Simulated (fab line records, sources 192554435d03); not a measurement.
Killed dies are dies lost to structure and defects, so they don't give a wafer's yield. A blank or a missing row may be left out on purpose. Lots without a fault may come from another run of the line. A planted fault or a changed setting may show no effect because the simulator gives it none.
Split-lot experiment | flow n5_finfet | 7 lots, 21 wafers read, on a route of 1938 steps

THE SPLIT
At N5_FIN_SAQP_PECVD_48 (deposits SiNx from SiH4/NH3/N2, target thk 25 nm, time 22.1 s), the setting time_s was moved away from the recipe's 22.1 s on 7 of the 21 wafers read, by -13.5% to -4.7%. The other wafers ran this setting at the recipe's value.

FROM THE SPLIT TO THE READING: what the file shows between them, 4 steps
- N5_FIN_SAQP_COAT_49: time 60 s, resist thk 100 nm (also split here: time_s)
- N5_FIN_SAQP_COAT_50: time 60 s, resist thk 35 nm
- N5_FIN_SAQP_COAT_10: resist thk 90 nm
- N5_FIN_SAQP_MANDREL1_REMOVE_56: chemistry HBr/Cl2/O2, target a-Si, stops on SiNx, bt time 10 s

THE READING
etch.depth_nm (the simulator's own value, which no gauge read), in nm, at N5_FIN_SAQP_ETCH_57 (etches SiNx in CH3F/O2, target depth 32.5 nm, time 46.4 s). The file gives no usual value for it. The 14 wafers here that ran the recipe average 25.05 nm, standard deviation 0.27 nm.

wafer  | tool, chamber at the split | time_s as run, s | against the recipe | etch.depth_nm, nm | against lot-mates on the recipe
L079.2 | pecvd-01, 2                | 22.1             | recipe             | 24.72             | -
L079.4 | pecvd-01, 2                | 21.06            | -4.7%              | 23.61             | -1.43
L079.5 | pecvd-01, 1                | 22.1             | recipe             | 25.35             | -
L082.1 | pecvd-01, 0                | 22.1             | recipe             | 24.96             | -
L082.2 | pecvd-01, 2                | 22.1             | recipe             | 24.9              | -
L082.6 | pecvd-01, 2                | 22.1             | recipe             | 25.01             | -
L084.2 | pecvd-01, 1                | 22.1             | recipe             | 24.72             | -
L084.4 | pecvd-01, 0                | 22.1             | recipe             | 25.27             | -
L084.6 | pecvd-01, 2                | 22.1             | recipe             | 24.89             | -
L086.3 | pecvd-03, 0                | 22.1             | recipe             | 24.98             | -
L086.5 | pecvd-03, 1                | 21.06            | -4.7%              | 24.43             | -0.79
L086.6 | pecvd-03, 2                | 22.1             | recipe             | 25.46             | -
L087.1 | pecvd-01, 0                | 19.52            | -11.7%             | 21.69             | -3.24
L087.2 | pecvd-01, 2                | 19.52            | -11.7%             | 21.54             | -3.39
L087.5 | pecvd-01, 1                | 22.1             | recipe             | 24.93             | -
L088.1 | pecvd-04, 2                | 22.1             | recipe             | 24.64             | -
L088.3 | pecvd-04, 0                | 19.11            | -13.5%             | 21.35             | -3.71
L088.5 | pecvd-04, 0                | 22.1             | recipe             | 25.48             | -
L091.2 | pecvd-01, 0                | 19.38            | -12.3%             | 22.47             | -2.88
L091.5 | pecvd-01, 2                | 22.1             | recipe             | 25.35             | -
L091.6 | pecvd-01, 0                | 19.38            | -12.3%             | 22.94             | -2.41

THE FIT
A straight line over all 21 wafers: etch.depth_nm changes by +0.247 nm for each +1% of time_s; r = +0.96; the points scatter about the line by 0.41 nm.
The same after taking each lot's own level away (the mean of its wafers on the recipe; 21 wafers): +0.254 nm for each +1%; r = +0.97; scatter 0.32 nm.
On that fit, the largest move of time_s shifts the reading by 3.4 nm.
The lots' own levels span 24.930 to 25.350 nm, that is 1.5 times the standard deviation above.
So the lot-to-lot level changes the slope little: the two slopes agree.
Check: with one of the wafers moved furthest among these (-13.5%) left out of the fit, the line predicts -3.34 nm for it against its lot-mates. It came out at -3.71 nm against them.

OTHER SPLITS ON THESE WAFERS
These wafers also went through other splits before the reading. Each is held against what the fit with the lots' levels taken away leaves over:
other split on the same wafers | wafers away from the commonest value | r with etch.depth_nm (lot level and that fit taken away)
N5_WELL_APT_PEB_23 peb_time_s  | 8                                    | -0.35
N5_FIN_SAQP_COAT_49 time_s     | 8                                    | -0.36

THE WHOLE CHAIN: every reading that the file lists as answering this split, in the file's order
step                 | what it does                                                  | reading                                                                           | change (the file's fit)               | r (the file's)
N5_FIN_SAQP_PECVD_48 | deposits SiNx from SiH4/NH3/N2, target thk 25 nm, time 22.1 s | SiNx_of_FIN_SAQP_PECVD_48.thk_nm (the simulator's own value, which no gauge read) | +0.258 nm for each +1% of the setting | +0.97
N5_FIN_SAQP_ETCH_57  | etches SiNx in CH3F/O2, target depth 32.5 nm, time 46.4 s     | etch_rf_on_time_s                                                                 | withheld for each +1% of the setting  | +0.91
N5_FIN_SAQP_ETCH_57  | etches SiNx in CH3F/O2, target depth 32.5 nm, time 46.4 s     | etch.depth_nm (the simulator's own value, which no gauge read)                    | +0.256 nm for each +1% of the setting | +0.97

THE FILE'S OWN FIT
etch.depth_nm changes by +0.256 nm for each +1% of time_s, r = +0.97.
